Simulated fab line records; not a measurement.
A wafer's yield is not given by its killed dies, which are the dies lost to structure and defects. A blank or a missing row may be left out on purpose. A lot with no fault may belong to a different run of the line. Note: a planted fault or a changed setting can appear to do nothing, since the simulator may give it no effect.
Lot-split experiment ; flow n5 finfet ; 7 lots, 39 wafers read, on a route of 1938 steps

== SPLIT DETAILS ==
At N5_BEOL_M11_PECVD_70 (deposits SiO2 from TEOS/O2, target thk 20 nm, time 22.7 s), the setting time s was moved away from the recipe's 22.7 s on 9 of the 39 wafers read, by -28.8% to +32.7%. The other wafers ran this setting at the recipe's value.

== FROM THE SPLIT TO THE READING: what the file shows between them, 4 steps ==
- N5_BEOL_M11_HM_DEP_02: deposits TiN, target thk 20 nm
- N5_BEOL_M11_COAT_59: time 60 s, resist thk 100 nm
- N5_BEOL_M11_ECD_50: material Cu, target thk 318 nm
- N5_BEOL_M11_ANNEAL_51: time 90 s

== THE READING ==
barrier field endpoint s, in s, at N5_BEOL_M11_CMP_52 (polishes, stops on SiCOH lowk, t overpolish 7 s, target thk 140 nm). On this fab line, fault-free wafers typically give 28.8 s with a standard deviation of 0.74 s.

wafer;tool, chamber at the split;time s as run, s;against the recipe;barrier field endpoint s, s;against lot-mates on the recipe
L074.2;pecvd-04, 2;22.7;recipe;28.7;-
L074.1;pecvd-04, 1,0;17.83;-21.5%;23.5;-5.7
L074.3;pecvd-04, 1,0;17.83;-21.5%;23.3;-5.9
L074.4;pecvd-04, 0;17.83;-21.5%;23.8;-5.4
L074.5;pecvd-04, 1;22.7;recipe;29.7;-
L074.6;pecvd-04, 2;22.7;recipe;29.3;-
L077.3;pecvd-03, 1,0;22.7;recipe;29.9;-
L077.1;pecvd-03, 2;22.7;recipe;29.9;-
L077.4;pecvd-03, 0;22.7;recipe;29.2;-
L077.2;pecvd-03, 1,0;22.7;recipe;29.3;-
L077.6;pecvd-03, 2;22.7;recipe;29.4;-
L077.5;pecvd-03, 1;22.7;recipe;30.4;-
L078.2;pecvd-04, 0,1;22.7;recipe;28.5;-
L078.4;pecvd-04, 2,1,0;22.7;recipe;28.9;-
L078.3;pecvd-04, 2,1,0;22.7;recipe;29.2;-
L078.1;pecvd-04, 0,1;22.7;recipe;29.1;-
L078.6;pecvd-04, 2,1,0;22.7;recipe;29.2;-
L078.5;pecvd-04, 2;22.7;recipe;29.5;-
L076.1;pecvd-02, 2,0;22.7;recipe;30.2;-
L076.4;pecvd-02, 2,1,0;22.7;recipe;29.6;-
L076.3;pecvd-02, 1;22.7;recipe;29.0;-
L076.2;pecvd-02, 2,0;22.7;recipe;29.1;-
L076.6;pecvd-02, 2,1,0;22.7;recipe;30.0;-
L076.5;pecvd-02, 2,1,0;22.7;recipe;29.7;-
L086.1;pecvd-04, 2,1,0;22.7;recipe;29.6;-
L086.4;pecvd-04, 2,1,0;22.7;recipe;28.9;-
L086.6;pecvd-04, 2,1,0;22.7;recipe;29.0;-
L092.2;pecvd-04, 0;22.7;recipe;28.2;-
L092.3;pecvd-04, 1;16.17;-28.8%;21.7;-6.9
L092.1;pecvd-04, 2;22.7;recipe;28.6;-
L092.4;pecvd-04, 0;16.17;-28.8%;21.5;-7.1
L092.5;pecvd-04, 1;22.7;recipe;28.9;-
L092.6;pecvd-04, 2;16.17;-28.8%;21.7;-6.9
L097.3;pecvd-04, 1;22.7;recipe;28.4;-
L097.2;pecvd-04, 1;22.7;recipe;27.7;-
L097.1;pecvd-04, 2;30.12;+32.7%;36.0;+7.9
L097.4;pecvd-04, 2,1;30.12;+32.7%;35.7;+7.6
L097.5;pecvd-04, 2,1;30.12;+32.7%;36.0;+7.9
L097.6;pecvd-04, 2;22.7;recipe;28.1;-
Where a row lists several chambers, the file gives one row for several wafers and doesn't say which wafer went through which chamber.

THE FIT
A straight line over all 39 wafers: barrier field endpoint s changes by +0.235 s for each +1% of time s; r = +0.98; the points scatter about the line by 0.66 s.
The same after taking each lot's own level away (the mean of its wafers on the recipe; 39 wafers): +0.245 s for each +1%; r = +0.99; scatter 0.37 s.
Per that fit: largest time s move, reading shift of 8 s.
From 28.07 to 29.68 s: that is the span of the lots' own levels, equal to 2.2 times the standard deviation above.
The two slopes agree, so the slope changes little with the lot-to-lot level.
Check: with one of the wafers moved furthest among these (+32.7%) left out of the fit, the line predicts +7.98 s for it against its lot-mates. Against them it came out at +7.93 s.

== THE OTHER SPLITS THESE WAFERS WENT THROUGH ==
Before the reading, these wafers also passed through other splits. Each is held against what the fit with the lots' levels taken away leaves over:
other split on the same wafers;wafers away from the commonest value;r with barrier field endpoint s (lot level and that fit taken away)
N5_FIN_SAQP_ETCH_65 time s;18;+0.21
N5_STI_FIN_REVEAL_ETCHBACK_08 target depth a;12;-0.16
N5_HKMG_FIN_HK_ALD_01 ald cycles;15;-0.04
N5_BEOL_M0_SAQP_DESCUM_45 time s;15;-0.12
N5_BEOL_M4_DEP_57 time s;15;-0.16
N5_BEOL_M8_VIA_ETCH_34 target depth a;15;-0.06

== THE WHOLE CHAIN: every reading that the file lists as answering this split, in the file's order ==
step;what it does;reading;change (the file's fit);r (the file's)
N5_BEOL_M11_PECVD_70;deposits SiO2 from TEOS/O2, target thk 20 nm, time 22.7 s;SiO2_of_BEOL_M11_PECVD_70.thk nm (the simulator's own value, which no gauge read);+0.202 nm for each +1% of the setting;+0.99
N5_BEOL_M11_CMP_52;polishes, stops on SiCOH lowk, t overpolish 7 s, target thk 140 nm;barrier field endpoint s;+0.245 s for each +1% of the setting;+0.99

== FILE'S OWN FIT ==
barrier field endpoint s changes by +0.245 s for each +1% of time s, r = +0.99.
